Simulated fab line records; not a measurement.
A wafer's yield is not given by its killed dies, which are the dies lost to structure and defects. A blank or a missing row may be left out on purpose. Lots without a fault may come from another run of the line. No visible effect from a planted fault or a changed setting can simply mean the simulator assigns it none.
Comparing a struck lot with a sound one | flow n5 finfet | 15 out of 1938 route steps
Sound: these wafers, L534.1, L534.4, L534.5. Wafers L522.3, L522.5 were the ones struck. The cause is given at the end.
At each step with rows: each side's tool, then ch and its chambers, then its first start. Under that, the readings that differ: sound wafers | struck wafers | difference of the means | sigmas: that difference in standard deviations of wafers without a fault.
alike: words and numbers the same on both sides, and readings whose means are apart by under 2 such deviations; not compared: readings that were withheld, readings missing a value for some wafer, numbers with overlapping values and no deviation given by the record, and bounds like >300 which may hide the same value.
Wherever a step has rows on one side only, a row that says differs or no value, or a row with sigmas, the two part there. When numbers do not overlap yet have no deviation, they are printed without sigmas and do not part them. A reading missing from all wafers of one side parts the sides only when that side holds two or more wafers.

N5_BEOL_M8_TRENCH_ETCH_37: etches SiCOH lowk in C4F6/O2, target depth 93.478 nm, time 31.2 s.
  sound: rie diel-02 ch 0,2; struck: rie diel-03 ch 3
  alike: drypump motor current A, oes_f_703_au, oes product au, rf vpp V, showerhead plenum p Torr, throttle valve pct
  not compared: rf hours counter h
then, 1 step without rows for these wafers: N5_BEOL_M8_ETCH_41 (etches SiCN in CH3F/O2, target depth 31.9 nm, time 57.8 s).
N5_BEOL_M8_STRIP_80: strips in N2/H2, time 10 s.
  sound: rie diel-02 ch 0,2; struck: rie diel-03 ch 3
  alike: drypump motor current A, oes product au, rf vpp V, showerhead plenum p Torr, throttle valve pct
  not compared: rf hours counter h
N5_BEOL_M8_OCD_MEAS_38:
  struck on ocd-01, day 13 02:38; sound on ocd-01, day 15 17:27
  alike: trench depth nm
then, 4 steps without rows for these wafers: N5_BEOL_M8_HM_STRIP_39 (strips TiN in peroxide tin strip, target depth 25 nm, time 158 s); N5_BEOL_M8_SRD_40 (time 30 s); N5_BEOL_M8_PRECLEAN_42 (cleans in residue remover, time 60 s); N5_BEOL_M8_SRD_43 (time 30 s).
N5_BEOL_M8_CD_MEAS_35 targets a cd of 40 nm.
  struck on cd sem-01, day 13 02:47; sound on cd sem-03, day 15 17:42
  alike: cd nm
N5_BEOL_M8_CURE_75: cures SiCOH lowk, time 120 s.
  sound on uv cure-02 ch 0, day 15 18:13; struck on uv cure-03 ch 1, day 13 02:56
  alike: lamp power pct, wafer_temp_C_max
N5_BEOL_M8_DEGAS_44: time 60 s.
  struck on pvd sputter-01, day 13 03:18; sound on pvd sputter-03, day 15 18:32
  alike: heater power w
then, 1 step without rows for these wafers: N5_BEOL_M8_PRE_CLEAN_45 (time 30 s).
N5_BEOL_M8_ALD_77: deposits TaN, target thk 2 nm, pulse time 2 s, purge time 3 s.
  sound on ald metal-03 ch 0,1,3, day 15 18:38; struck on ald metal-03 ch 0,2, day 13 03:38
  reading          | sound | struck        | difference | sigmas
  purge time s (s) | 3 3 3 | 2.3208 2.3208 | -0.6792    |
  alike: heater power w
N5_BEOL_M8_SURFACE_TREAT_79:
  struck on pvd sputter-01, day 13 04:09; sound on pvd sputter-01, day 15 18:58
  not compared: throttle valve pct
next, for these wafers, 1 step has no rows: N5_PASSIVATION_PROBE_49.

WHERE THEY PART
Nowhere in this record.

WHY: whatever the simulator had introduced
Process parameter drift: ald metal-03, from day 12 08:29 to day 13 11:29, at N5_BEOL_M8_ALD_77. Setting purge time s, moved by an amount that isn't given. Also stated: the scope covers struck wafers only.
